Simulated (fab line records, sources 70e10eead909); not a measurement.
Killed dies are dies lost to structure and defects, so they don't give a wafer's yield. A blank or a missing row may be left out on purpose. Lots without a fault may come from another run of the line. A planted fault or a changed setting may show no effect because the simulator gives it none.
A struck lot beside a sound one | flow nand_harc | 15 steps out of a route of 1302
Sound: wafers L638.2, L638.3, L638.6. Struck: wafer L643.5. (L643.2, L643.6 of the same lot were not struck and are left out.) The cause comes at the end.
At each step with rows: each side's tool, then ch and its chambers, then its first start. Under that, the readings that differ: sound wafers | struck wafers | difference of the means | sigmas: that difference in standard deviations of wafers without a fault.
alike: readings whose means differ by less than 2 such deviations, and words and numbers that are the same on both sides. not compared: withheld readings, readings that some wafer has no value for, bounds like >300 that may hide the same value, and numbers for which the record gives no deviation and whose values overlap.
The two part at a step that has a row with sigmas, a row that says differs or no value, or rows on one side only. Numbers that don't overlap but have no deviation are shown without sigmas and don't part them. A reading that every wafer of one side lacks parts them only if that side has two wafers or more.

first, 8 steps without rows for these wafers: NHARC_THIN_TSV_DEHYDRATE_25 (time 120 s); NHARC_THIN_TSV_HMDS_26 (time 30 s); NHARC_THIN_TSV_COAT_27; NHARC_THIN_TSV_SOFTBAKE_28 (time 95 s); NHARC_THIN_TSV_EBR_29; NHARC_THIN_TSV_EXPOSE_30 (exposes mask PAD); NHARC_THIN_TSV_PEB_31 (peb time 85 s); NHARC_THIN_TSV_DEVELOP_32 (time 70 s).
NHARC_THIN_TSV_CD_MEAS_33: target cd 5000 nm.
  sound on cd_sem-01 ch 0, day 25 12:50; struck on cd_sem-02 ch 0, day 27 14:46
  alike: cd_nm
then, 1 step without rows for these wafers: NHARC_THIN_TSV_HARDBAKE_34 (time 80 s).
NHARC_THIN_TSV_DESCUM_35: chemistry O2, time 3 s.
  sound on rie_diel-13 ch 1,2, day 25 12:59; struck on rie_diel-02 ch 0, day 27 14:56
  reading            | sound          | struck | difference | sigmas
  mfc_ar_sccm (sccm) | 0 0 0          | 0.039  | +0.039     | +3
  rf_vpp_V (V)       | 57.6 56.5 57.4 | 59.1   | +1.9       | +2
  alike: drypump_motor_current_A, oes_product_au, showerhead_plenum_p_Torr, throttle_valve_pct
  not compared: rf_hours_counter_h
NHARC_THIN_TSV_ETCH_59: etches the open film in Cl2/BCl3, target depth 880 nm, time 138.1 s.
  sound on rie_metal-01 ch 0,1, day 25 13:07; struck on rie_metal-01 ch 0, day 27 15:04
  alike: drypump_motor_current_A, oes_product_au, throttle_valve_pct
  not compared: rf_hours_counter_h
NHARC_THIN_TSV_ETCH_36: etches the open film in Cl2/BCl3, target depth 65 nm, time 18.571 s.
  sound on rie_metal-01 ch 0,1, day 25 13:22; struck on rie_metal-01 ch 0, day 27 15:20
  reading               | sound             | struck | difference | sigmas
  oes_product_au (a.u.) | 1.010 1.012 1.004 | 0.838  | -0.171     | -19
  alike: drypump_motor_current_A
  not compared: rf_hours_counter_h
NHARC_THIN_TSV_STRIP_56: strips in O2.
  sound on plasma_asher-02 ch 0,1, day 25 13:28; struck on plasma_asher-01 ch 0, day 27 15:28
  alike: drypump_motor_current_A, heater_power_w
  not compared: rf_hours_counter_h
NHARC_END_SORT_01:
  sound on prober-01 ch 0, day 26 00:52; struck on prober-02 ch 0, day 28 03:03
  reading         | sound | struck | difference | sigmas
  killed_at_other | 4 7 1 | 1      | -3         | -2
  alike: defect_limited_yield, killed_at_array, killed_at_periphery, killed_dies, killed_open, killed_short

WHERE THEY PART
First at NHARC_THIN_TSV_DESCUM_35; last, within this record, at NHARC_END_SORT_01.

WHY: what the simulator had put in
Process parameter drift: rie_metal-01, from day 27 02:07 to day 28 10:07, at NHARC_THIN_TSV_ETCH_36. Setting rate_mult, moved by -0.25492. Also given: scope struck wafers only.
